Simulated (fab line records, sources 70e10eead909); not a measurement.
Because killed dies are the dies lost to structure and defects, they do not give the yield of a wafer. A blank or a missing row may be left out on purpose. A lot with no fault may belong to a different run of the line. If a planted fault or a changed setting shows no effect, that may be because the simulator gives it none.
fab line records :: flow nandHarc :: part 2 of 2: steps 28 to 38 of 38
[record]
  lots = 5
  wafers = 15
  lastDay = 30
route steps=1302 shown A_ZERO_WELL@393 A_SOURCE_PLATE@413 A_ONON_D1@424
lots that met no fault: from a run of the same line without faults
startH: hours from the record's first day to the start of the lot's first wafer shown :: waitH: hours from the lot's prior step to this one :: " same as the row above :: L1.1+2: one row covering several wafers at once :: - no value, or no start given :: * or withheld: withheld :: < > ~ a bound
route shown NAME@n: names a module that has steps shown in the file, with the first one's number in the route :: usual: the fault-free wafers' mean and standard deviation :: same: alike in all rows :: chamber/n: place in a boat :: sites: per-site readings :: _std_site: the values' standard deviation :: _edge_site: the outer-site mean with the inner-site mean subtracted :: radiusMm: how far each site lies from the wafer's centre :: mask NAME#n: copy n :: behind: the last tool/chamber to shape the wafer :: hold: cause of the lot's hold/its duration in hours/its outcome :: device: names the non-switching transistor (n, p or np) :: end of line: the route-end tests of the same wafers :: where a step has no rows: the recipe by itself :: killed: the dies lost at the first sort to structure and to defects; this is not the yield of the wafer :: map: the dies of a wafer, with x for killed, . for not killed, _ for no die there
set.NAME: the run value of the setting; set.NAME@STEP: its run value at that earlier step :: model.NAME: the simulator's own value behind a step, which no gauge read
certain route steps with their lots: each step a table, each wafer a row
services: a tool's chamber out of use, with start hour (startH, from the record's first day; less than 0 if before it), hours out, and reason
[[steps]]
[step NHARC_A_SOURCE_PLATE_INSPECT_08]
[usual]
  rawDefectCount = 59/23
lot.wafer: L075.2
tool: defectInspect-02
chamber: -
startH: 170.27
waitH: 0.0
rawDefectCount: 39

lot.wafer: L075.3
tool: defectInspect-02
chamber: -
startH: 170.27
waitH: 0.0
rawDefectCount: 61

lot.wafer: L075.6
tool: defectInspect-02
chamber: -
startH: 170.27
waitH: 0.0
rawDefectCount: 40

lot.wafer: L078.1
tool: defectInspect-01
chamber: -
startH: 195.87
waitH: 0.0
rawDefectCount: 43

lot.wafer: L078.2
tool: defectInspect-01
chamber: -
startH: 195.87
waitH: 0.0
rawDefectCount: 51

lot.wafer: L078.3
tool: defectInspect-01
chamber: -
startH: 195.87
waitH: 0.0
rawDefectCount: 45

lot.wafer: L079.2
tool: defectInspect-01
chamber: -
startH: 211.59
waitH: 0.0
rawDefectCount: 139

lot.wafer: L079.4
tool: defectInspect-01
chamber: -
startH: 211.59
waitH: 0.0
rawDefectCount: 79

lot.wafer: L079.6
tool: defectInspect-01
chamber: -
startH: 211.59
waitH: 0.0
rawDefectCount: 64

lot.wafer: L087.4
tool: defectInspect-01
chamber: -
startH: 291.89
waitH: 0.0
rawDefectCount: 48

lot.wafer: L087.5
tool: defectInspect-01
chamber: -
startH: 291.89
waitH: 0.0
rawDefectCount: 69

lot.wafer: L087.6
tool: defectInspect-01
chamber: -
startH: 291.89
waitH: 0.0
rawDefectCount: 55

lot.wafer: L089.1
tool: defectInspect-02
chamber: -
startH: 313.76
waitH: 0.0
rawDefectCount: 41

lot.wafer: L089.3
tool: defectInspect-02
chamber: -
startH: 313.76
waitH: 0.0
rawDefectCount: 57

lot.wafer: L089.6
tool: defectInspect-02
chamber: -
startH: 313.76
waitH: 0.0
rawDefectCount: 97
[step NHARC_A_ONON_D1_DEP_00]
[recipe]
  targetThkA = 10000
  n2FlowSccm = 2750
  n2oFlowSccm = 2000
  nh3FlowSccm = 500
  sih4FlowSccm = 210
  tempC = 400
[usual]
  n2FlowSccm = 2750/7.9
lot.wafer: L075.2
tool: pecvdOnon-04
chamber: 0
startH: 170.39
waitH: 0.1
n2FlowSccm: 2737

lot.wafer: L075.3
tool: pecvdOnon-04
chamber: 0
startH: 170.39
waitH: 0.1
n2FlowSccm: 2746

lot.wafer: L075.6
tool: pecvdOnon-04
chamber: 0
startH: 170.39
waitH: 0.1
n2FlowSccm: 2741

lot.wafer: L078.1
tool: pecvdOnon-01
chamber: 0
startH: 195.93
waitH: 0.1
n2FlowSccm: 2749

lot.wafer: L078.2
tool: pecvdOnon-01
chamber: 0
startH: 195.93
waitH: 0.1
n2FlowSccm: 2761

lot.wafer: L078.3
tool: pecvdOnon-01
chamber: 0
startH: 195.93
waitH: 0.1
n2FlowSccm: 2756

lot.wafer: L079.2
tool: pecvdOnon-03
chamber: 0
startH: 211.71
waitH: 0.1
n2FlowSccm: 2760

lot.wafer: L079.4
tool: pecvdOnon-03
chamber: 0
startH: 211.71
waitH: 0.1
n2FlowSccm: 2760

lot.wafer: L079.6
tool: pecvdOnon-03
chamber: 0
startH: 211.71
waitH: 0.1
n2FlowSccm: 2757

lot.wafer: L087.4
tool: pecvdOnon-04
chamber: 0
startH: 292.12
waitH: 0.2
n2FlowSccm: 2744

lot.wafer: L087.5
tool: pecvdOnon-04
chamber: 0
startH: 292.12
waitH: 0.2
n2FlowSccm: 2748

lot.wafer: L087.6
tool: pecvdOnon-04
chamber: 0
startH: 292.12
waitH: 0.2
n2FlowSccm: 2740

lot.wafer: L089.1
tool: pecvdOnon-01
chamber: 0
startH: 313.82
waitH: 0.1
n2FlowSccm: 2736

lot.wafer: L089.3
tool: pecvdOnon-01
chamber: 0
startH: 313.82
waitH: 0.1
n2FlowSccm: 2744

lot.wafer: L089.6
tool: pecvdOnon-01
chamber: 0
startH: 313.82
waitH: 0.1
n2FlowSccm: 2757
[step NHARC_A_ONON_D1_THK_MEAS_02]
[recipe]
  thkMeasGauge = ellipsometry
[usual]
  thkNm = 1003/7.9
lot.wafer: L075.2
tool: filmMetro-02
chamber: -
startH: 170.84
waitH: -
thkNm: 1000

lot.wafer: L075.3
tool: filmMetro-02
chamber: -
startH: 170.84
waitH: -
thkNm: 1000

lot.wafer: L075.6
tool: filmMetro-02
chamber: -
startH: 170.84
waitH: -
thkNm: 1000

lot.wafer: L078.1
tool: filmMetro-02
chamber: -
startH: 196.44
waitH: -
thkNm: 995

lot.wafer: L078.2
tool: filmMetro-02
chamber: -
startH: 196.44
waitH: -
thkNm: 996

lot.wafer: L078.3
tool: filmMetro-02
chamber: -
startH: 196.44
waitH: -
thkNm: 996

lot.wafer: L079.2
tool: filmMetro-02
chamber: -
startH: 212.17
waitH: -
thkNm: 1017

lot.wafer: L079.4
tool: filmMetro-02
chamber: -
startH: 212.17
waitH: -
thkNm: 1015

lot.wafer: L079.6
tool: filmMetro-02
chamber: -
startH: 212.17
waitH: -
thkNm: 1015

lot.wafer: L087.4
tool: filmMetro-01
chamber: -
startH: 292.46
waitH: -
thkNm: 1001

lot.wafer: L087.5
tool: filmMetro-01
chamber: -
startH: 292.46
waitH: -
thkNm: 1000

lot.wafer: L087.6
tool: filmMetro-01
chamber: -
startH: 292.46
waitH: -
thkNm: 1003

lot.wafer: L089.1
tool: filmMetro-01
chamber: -
startH: 314.33
waitH: -
thkNm: 997

lot.wafer: L089.3
tool: filmMetro-01
chamber: -
startH: 314.33
waitH: -
thkNm: 998

lot.wafer: L089.6
tool: filmMetro-01
chamber: -
startH: 314.33
waitH: -
thkNm: 998
[step NHARC_A_ONON_D1_DEP_03]
[recipe]
  targetThkA = 10000
  n2FlowSccm = 2750
  n2oFlowSccm = 2000
  nh3FlowSccm = 500
  sih4FlowSccm = 210
  tempC = 400
[usual]
  n2FlowSccm = 2748/10
lot.wafer: L075.2
tool: pecvdOnon-03
chamber: 0
startH: 170.95
waitH: 0.1
n2FlowSccm: 2735

lot.wafer: L075.3
tool: pecvdOnon-03
chamber: 0
startH: 170.95
waitH: 0.1
n2FlowSccm: 2734

lot.wafer: L075.6
tool: pecvdOnon-03
chamber: 0
startH: 170.95
waitH: 0.1
n2FlowSccm: 2737

lot.wafer: L078.1
tool: pecvdOnon-01
chamber: 0
startH: 196.50
waitH: 0.1
n2FlowSccm: 2753

lot.wafer: L078.2
tool: pecvdOnon-01
chamber: 0
startH: 196.50
waitH: 0.1
n2FlowSccm: 2754

lot.wafer: L078.3
tool: pecvdOnon-01
chamber: 0
startH: 196.50
waitH: 0.1
n2FlowSccm: 2746

lot.wafer: L079.2
tool: pecvdOnon-04
chamber: 0
startH: 212.28
waitH: 0.1
n2FlowSccm: 2741

lot.wafer: L079.4
tool: pecvdOnon-04
chamber: 0
startH: 212.28
waitH: 0.1
n2FlowSccm: 2746

lot.wafer: L079.6
tool: pecvdOnon-04
chamber: 0
startH: 212.28
waitH: 0.1
n2FlowSccm: 2751

lot.wafer: L087.4
tool: pecvdOnon-03
chamber: 0
startH: 292.69
waitH: 0.2
n2FlowSccm: 2742

lot.wafer: L087.5
tool: pecvdOnon-03
chamber: 0
startH: 292.69
waitH: 0.2
n2FlowSccm: 2728

lot.wafer: L087.6
tool: pecvdOnon-03
chamber: 0
startH: 292.69
waitH: 0.2
n2FlowSccm: 2755

lot.wafer: L089.1
tool: pecvdOnon-01
chamber: 0
startH: 314.39
waitH: 0.1
n2FlowSccm: 2748

lot.wafer: L089.3
tool: pecvdOnon-01
chamber: 0
startH: 314.39
waitH: 0.1
n2FlowSccm: 2741

lot.wafer: L089.6
tool: pecvdOnon-01
chamber: 0
startH: 314.39
waitH: 0.1
n2FlowSccm: 2746
[step NHARC_A_ONON_D1_THK_MEAS_05]
[recipe]
  thkMeasGauge = ellipsometry
[usual]
  thkNm = 1001/8.4
lot.wafer: L075.2
tool: filmMetro-01
chamber: -
startH: 171.40
waitH: -
thkNm: 1010

lot.wafer: L075.3
tool: filmMetro-01
chamber: -
startH: 171.40
waitH: -
thkNm: 1011

lot.wafer: L075.6
tool: filmMetro-01
chamber: -
startH: 171.40
waitH: -
thkNm: 1009

lot.wafer: L078.1
tool: filmMetro-02
chamber: -
startH: 197.00
waitH: -
thkNm: 1001

lot.wafer: L078.2
tool: filmMetro-02
chamber: -
startH: 197.00
waitH: -
thkNm: 999

lot.wafer: L078.3
tool: filmMetro-02
chamber: -
startH: 197.00
waitH: -
thkNm: 1000

lot.wafer: L079.2
tool: filmMetro-01
chamber: -
startH: 212.73
waitH: -
thkNm: 998

lot.wafer: L079.4
tool: filmMetro-01
chamber: -
startH: 212.73
waitH: -
thkNm: 999

lot.wafer: L079.6
tool: filmMetro-01
chamber: -
startH: 212.73
waitH: -
thkNm: 999

lot.wafer: L087.4
tool: filmMetro-02
chamber: -
startH: 293.03
waitH: -
thkNm: 1000

lot.wafer: L087.5
tool: filmMetro-02
chamber: -
startH: 293.03
waitH: -
thkNm: 998

lot.wafer: L087.6
tool: filmMetro-02
chamber: -
startH: 293.03
waitH: -
thkNm: 997

lot.wafer: L089.1
tool: filmMetro-01
chamber: -
startH: 314.90
waitH: -
thkNm: 998

lot.wafer: L089.3
tool: filmMetro-01
chamber: -
startH: 314.90
waitH: -
thkNm: 1000

lot.wafer: L089.6
tool: filmMetro-01
chamber: -
startH: 314.90
waitH: -
thkNm: 999
[step NHARC_A_ONON_D1_DEP_06]
[recipe]
  targetThkA = 10000
  n2FlowSccm = 2750
  n2oFlowSccm = 2000
  nh3FlowSccm = 500
  sih4FlowSccm = 210
  tempC = 400
[usual]
  n2FlowSccm = 2750/8
lot.wafer: L075.2
tool: pecvdOnon-01
chamber: 0
startH: 171.52
waitH: 0.1
n2FlowSccm: 2755

lot.wafer: L075.3
tool: pecvdOnon-01
chamber: 0
startH: 171.52
waitH: 0.1
n2FlowSccm: 2742

lot.wafer: L075.6
tool: pecvdOnon-01
chamber: 0
startH: 171.52
waitH: 0.1
n2FlowSccm: 2751

lot.wafer: L078.1
tool: pecvdOnon-01
chamber: 0
startH: 197.06
waitH: 0.1
n2FlowSccm: 2739

lot.wafer: L078.2
tool: pecvdOnon-01
chamber: 0
startH: 197.06
waitH: 0.1
n2FlowSccm: 2750

lot.wafer: L078.3
tool: pecvdOnon-01
chamber: 0
startH: 197.06
waitH: 0.1
n2FlowSccm: 2747

lot.wafer: L079.2
tool: pecvdOnon-01
chamber: 0
startH: 212.85
waitH: 0.1
n2FlowSccm: 2754

lot.wafer: L079.4
tool: pecvdOnon-01
chamber: 0
startH: 212.85
waitH: 0.1
n2FlowSccm: 2755

lot.wafer: L079.6
tool: pecvdOnon-01
chamber: 0
startH: 212.85
waitH: 0.1
n2FlowSccm: 2746

lot.wafer: L087.4
tool: pecvdOnon-04
chamber: 0
startH: 293.26
waitH: 0.2
n2FlowSccm: 2745

lot.wafer: L087.5
tool: pecvdOnon-04
chamber: 0
startH: 293.26
waitH: 0.2
n2FlowSccm: 2742

lot.wafer: L087.6
tool: pecvdOnon-04
chamber: 0
startH: 293.26
waitH: 0.2
n2FlowSccm: 2744

lot.wafer: L089.1
tool: pecvdOnon-03
chamber: 0
startH: 314.95
waitH: 0.1
n2FlowSccm: 2740

lot.wafer: L089.3
tool: pecvdOnon-03
chamber: 0
startH: 314.95
waitH: 0.1
n2FlowSccm: 2758

lot.wafer: L089.6
tool: pecvdOnon-03
chamber: 0
startH: 314.95
waitH: 0.1
n2FlowSccm: 2738
[step NHARC_A_ONON_D1_THK_MEAS_08]
[recipe]
  thkMeasGauge = ellipsometry
[usual]
  thkNm = 999/11
lot.wafer: L075.2
tool: filmMetro-01
chamber: -
startH: 171.97
waitH: -
thkNm: 998

lot.wafer: L075.3
tool: filmMetro-01
chamber: -
startH: 171.97
waitH: -
thkNm: 996

lot.wafer: L075.6
tool: filmMetro-01
chamber: -
startH: 171.97
waitH: -
thkNm: 997

lot.wafer: L078.1
tool: filmMetro-02
chamber: -
startH: 197.57
waitH: -
thkNm: 996

lot.wafer: L078.2
tool: filmMetro-02
chamber: -
startH: 197.57
waitH: -
thkNm: 995

lot.wafer: L078.3
tool: filmMetro-02
chamber: -
startH: 197.57
waitH: -
thkNm: 994

lot.wafer: L079.2
tool: filmMetro-01
chamber: -
startH: 213.30
waitH: -
thkNm: 1000

lot.wafer: L079.4
tool: filmMetro-01
chamber: -
startH: 213.30
waitH: -
thkNm: 999

lot.wafer: L079.6
tool: filmMetro-01
chamber: -
startH: 213.30
waitH: -
thkNm: 1000

lot.wafer: L087.4
tool: filmMetro-02
chamber: -
startH: 293.59
waitH: -
thkNm: 997

lot.wafer: L087.5
tool: filmMetro-02
chamber: -
startH: 293.59
waitH: -
thkNm: 996

lot.wafer: L087.6
tool: filmMetro-02
chamber: -
startH: 293.59
waitH: -
thkNm: 997

lot.wafer: L089.1
tool: filmMetro-01
chamber: -
startH: 315.47
waitH: -
thkNm: 1002

lot.wafer: L089.3
tool: filmMetro-01
chamber: -
startH: 315.47
waitH: -
thkNm: 1003

lot.wafer: L089.6
tool: filmMetro-01
chamber: -
startH: 315.47
waitH: -
thkNm: 1003
[step NHARC_A_ONON_D1_DEP_09]
[recipe]
  targetThkA = 10000
  n2FlowSccm = 2750
  n2oFlowSccm = 2000
  nh3FlowSccm = 500
  sih4FlowSccm = 210
  tempC = 400
[usual]
  n2FlowSccm = 2750/8.9
lot.wafer: L075.2
tool: pecvdOnon-04
chamber: 0
startH: 172.09
waitH: 0.1
n2FlowSccm: 2752

lot.wafer: L075.3
tool: pecvdOnon-04
chamber: 0
startH: 172.09
waitH: 0.1
n2FlowSccm: 2763

lot.wafer: L075.6
tool: pecvdOnon-04
chamber: 0
startH: 172.09
waitH: 0.1
n2FlowSccm: 2753

lot.wafer: L078.1
tool: pecvdOnon-01
chamber: 0
startH: 197.63
waitH: 0.1
n2FlowSccm: 2750

lot.wafer: L078.2
tool: pecvdOnon-01
chamber: 0
startH: 197.63
waitH: 0.1
n2FlowSccm: 2756

lot.wafer: L078.3
tool: pecvdOnon-01
chamber: 0
startH: 197.63
waitH: 0.1
n2FlowSccm: 2749

lot.wafer: L079.2
tool: pecvdOnon-03
chamber: 0
startH: 213.41
waitH: 0.1
n2FlowSccm: 2745

lot.wafer: L079.4
tool: pecvdOnon-03
chamber: 0
startH: 213.41
waitH: 0.1
n2FlowSccm: 2750

lot.wafer: L079.6
tool: pecvdOnon-03
chamber: 0
startH: 213.41
waitH: 0.1
n2FlowSccm: 2751

lot.wafer: L087.4
tool: pecvdOnon-01
chamber: 0
startH: 293.82
waitH: 0.2
n2FlowSccm: 2745

lot.wafer: L087.5
tool: pecvdOnon-01
chamber: 0
startH: 293.82
waitH: 0.2
n2FlowSccm: 2745

lot.wafer: L087.6
tool: pecvdOnon-01
chamber: 0
startH: 293.82
waitH: 0.2
n2FlowSccm: 2759

lot.wafer: L089.1
tool: pecvdOnon-03
chamber: 0
startH: 315.66
waitH: 0.2
n2FlowSccm: 2746

lot.wafer: L089.3
tool: pecvdOnon-03
chamber: 0
startH: 315.66
waitH: 0.2
n2FlowSccm: 2757

lot.wafer: L089.6
tool: pecvdOnon-03
chamber: 0
startH: 315.66
waitH: 0.2
n2FlowSccm: 2754
[step NHARC_A_ONON_D1_THK_MEAS_11]
[recipe]
  thkMeasGauge = ellipsometry
[usual]
  thkNm = 999/8.2
lot.wafer: L075.2
tool: filmMetro-02
chamber: -
startH: 172.54
waitH: -
thkNm: 1003

lot.wafer: L075.3
tool: filmMetro-02
chamber: -
startH: 172.54
waitH: -
thkNm: 1004

lot.wafer: L075.6
tool: filmMetro-02
chamber: -
startH: 172.54
waitH: -
thkNm: 1005

lot.wafer: L078.1
tool: filmMetro-01
chamber: -
startH: 198.14
waitH: -
thkNm: 992

lot.wafer: L078.2
tool: filmMetro-01
chamber: -
startH: 198.14
waitH: -
thkNm: 994

lot.wafer: L078.3
tool: filmMetro-01
chamber: -
startH: 198.14
waitH: -
thkNm: 992

lot.wafer: L079.2
tool: filmMetro-01
chamber: -
startH: 213.87
waitH: -
thkNm: 993

lot.wafer: L079.4
tool: filmMetro-01
chamber: -
startH: 213.87
waitH: -
thkNm: 991

lot.wafer: L079.6
tool: filmMetro-01
chamber: -
startH: 213.87
waitH: -
thkNm: 993

lot.wafer: L087.4
tool: filmMetro-01
chamber: -
startH: 294.16
waitH: -
thkNm: 1005

lot.wafer: L087.5
tool: filmMetro-01
chamber: -
startH: 294.16
waitH: -
thkNm: 1005

lot.wafer: L087.6
tool: filmMetro-01
chamber: -
startH: 294.16
waitH: -
thkNm: 1005

lot.wafer: L089.1
tool: filmMetro-01
chamber: -
startH: 316.18
waitH: -
thkNm: 1011

lot.wafer: L089.3
tool: filmMetro-01
chamber: -
startH: 316.18
waitH: -
thkNm: 1011

lot.wafer: L089.6
tool: filmMetro-01
chamber: -
startH: 316.18
waitH: -
thkNm: 1012
[step NHARC_A_ONON_D1_DEP_12]
[recipe]
  targetThkA = 10000
  n2FlowSccm = 2750
  n2oFlowSccm = 2000
  nh3FlowSccm = 500
  sih4FlowSccm = 210
  tempC = 400
[usual]
  n2FlowSccm = 2752/8.6
lot.wafer: L075.2
tool: pecvdOnon-03
chamber: 0
startH: 172.65
waitH: 0.1
n2FlowSccm: 2756

lot.wafer: L075.3
tool: pecvdOnon-03
chamber: 0
startH: 172.65
waitH: 0.1
n2FlowSccm: 2761

lot.wafer: L075.6
tool: pecvdOnon-03
chamber: 0
startH: 172.65
waitH: 0.1
n2FlowSccm: 2752

lot.wafer: L078.1
tool: pecvdOnon-04
chamber: 0
startH: 198.20
waitH: 0.1
n2FlowSccm: 2752

lot.wafer: L078.2
tool: pecvdOnon-04
chamber: 0
startH: 198.20
waitH: 0.1
n2FlowSccm: 2766

lot.wafer: L078.3
tool: pecvdOnon-04
chamber: 0
startH: 198.20
waitH: 0.1
n2FlowSccm: 2770

lot.wafer: L079.2
tool: pecvdOnon-03
chamber: 0
startH: 213.98
waitH: 0.1
n2FlowSccm: 2754

lot.wafer: L079.4
tool: pecvdOnon-03
chamber: 0
startH: 213.98
waitH: 0.1
n2FlowSccm: 2758

lot.wafer: L079.6
tool: pecvdOnon-03
chamber: 0
startH: 213.98
waitH: 0.1
n2FlowSccm: 2759

lot.wafer: L087.4
tool: pecvdOnon-03
chamber: 0
startH: 294.39
waitH: 0.2
n2FlowSccm: 2745

lot.wafer: L087.5
tool: pecvdOnon-03
chamber: 0
startH: 294.39
waitH: 0.2
n2FlowSccm: 2749

lot.wafer: L087.6
tool: pecvdOnon-03
chamber: 0
startH: 294.39
waitH: 0.2
n2FlowSccm: 2758

lot.wafer: L089.1
tool: pecvdOnon-01
chamber: 0
startH: 316.37
waitH: 0.2
n2FlowSccm: 2749

lot.wafer: L089.3
tool: pecvdOnon-01
chamber: 0
startH: 316.37
waitH: 0.2
n2FlowSccm: 2764

lot.wafer: L089.6
tool: pecvdOnon-01
chamber: 0
startH: 316.37
waitH: 0.2
n2FlowSccm: 2768
[step NHARC_A_ONON_D1_THK_MEAS_14]
[recipe]
  thkMeasGauge = ellipsometry
[usual]
  thkNm = 999/11
lot.wafer: L075.2
tool: filmMetro-01
chamber: -
startH: 173.11
waitH: -
thkNm: 983

lot.wafer: L075.3
tool: filmMetro-01
chamber: -
startH: 173.11
waitH: -
thkNm: 984

lot.wafer: L075.6
tool: filmMetro-01
chamber: -
startH: 173.11
waitH: -
thkNm: 985

lot.wafer: L078.1
tool: filmMetro-02
chamber: -
startH: 198.71
waitH: -
thkNm: 996

lot.wafer: L078.2
tool: filmMetro-02
chamber: -
startH: 198.71
waitH: -
thkNm: 999

lot.wafer: L078.3
tool: filmMetro-02
chamber: -
startH: 198.71
waitH: -
thkNm: 998

lot.wafer: L079.2
tool: filmMetro-01
chamber: -
startH: 214.44
waitH: -
thkNm: 1016

lot.wafer: L079.4
tool: filmMetro-01
chamber: -
startH: 214.44
waitH: -
thkNm: 1013

lot.wafer: L079.6
tool: filmMetro-01
chamber: -
startH: 214.44
waitH: -
thkNm: 1014

lot.wafer: L087.4
tool: filmMetro-02
chamber: -
startH: 294.73
waitH: -
thkNm: 1021

lot.wafer: L087.5
tool: filmMetro-02
chamber: -
startH: 294.73
waitH: -
thkNm: 1021

lot.wafer: L087.6
tool: filmMetro-02
chamber: -
startH: 294.73
waitH: -
thkNm: 1021

lot.wafer: L089.1
tool: filmMetro-02
chamber: -
startH: 316.88
waitH: -
thkNm: 998

lot.wafer: L089.3
tool: filmMetro-02
chamber: -
startH: 316.88
waitH: -
thkNm: 998

lot.wafer: L089.6
tool: filmMetro-02
chamber: -
startH: 316.88
waitH: -
thkNm: 997
[[services]]
tool: pecvdOnon-04
chamber: -
startH: 130.20
hours: 13.0
kind: pm

tool: rieDiel-04
chamber: -
startH: 132.37
hours: 0.2
kind: repair

tool: pvdSputter-02
chamber: -
startH: 136.79
hours: 1.9
kind: repair

tool: rieDiel-01
chamber: 3
startH: 145.31
hours: 1.2
kind: repair

tool: rieSi-04
chamber: -
startH: 165.00
hours: 9.0
kind: pm

tool: rieDiel-04
chamber: -
startH: 177.90
hours: 9.0
kind: pm

tool: implanter-01
chamber: -
startH: 181.16
hours: 5.4
kind: repair

tool: pvdSputter-02
chamber: -
startH: 199.90
hours: 0.6
kind: repair

tool: rieDiel-01
chamber: -
startH: 204.24
hours: 9.0
kind: pm

tool: wetBench-03
chamber: -
startH: 210.46
hours: 8.0
kind: pm

tool: pecvdOnon-03
chamber: -
startH: 227.00
hours: 13.0
kind: pm

tool: wetBench-04
chamber: -
startH: 227.20
hours: 8.0
kind: pm

tool: rieDiel-04
chamber: 0
startH: 247.55
hours: 6.7
kind: repair

tool: lithoTrack-07
chamber: -
startH: 251.00
hours: 7.0
kind: pm

tool: rieDiel-04
chamber: 3
startH: 258.78
hours: 2.0
kind: repair

tool: wetBench-05
chamber: -
startH: 260.80
hours: 8.0
kind: pm

tool: wetBench-03
chamber: -
startH: 263.57
hours: 2.0
kind: repair

tool: rieDiel-04
chamber: 3
startH: 268.35
hours: 9.8
kind: repair

tool: wetBench-04
chamber: -
startH: 268.89
hours: 10.6
kind: repair

tool: pecvdOnon-01
chamber: -
startH: 269.00
hours: 13.0
kind: pm

tool: lithoTrack-03
chamber: -
startH: 275.01
hours: 7.0
kind: pm

tool: rieDiel-01
chamber: 1
startH: 277.24
hours: 7.9
kind: repair

tool: lithoTrack-05
chamber: -
startH: 299.00
hours: 7.0
kind: pm

tool: pecvdOnon-04
chamber: -
startH: 311.20
hours: 13.0
kind: pm
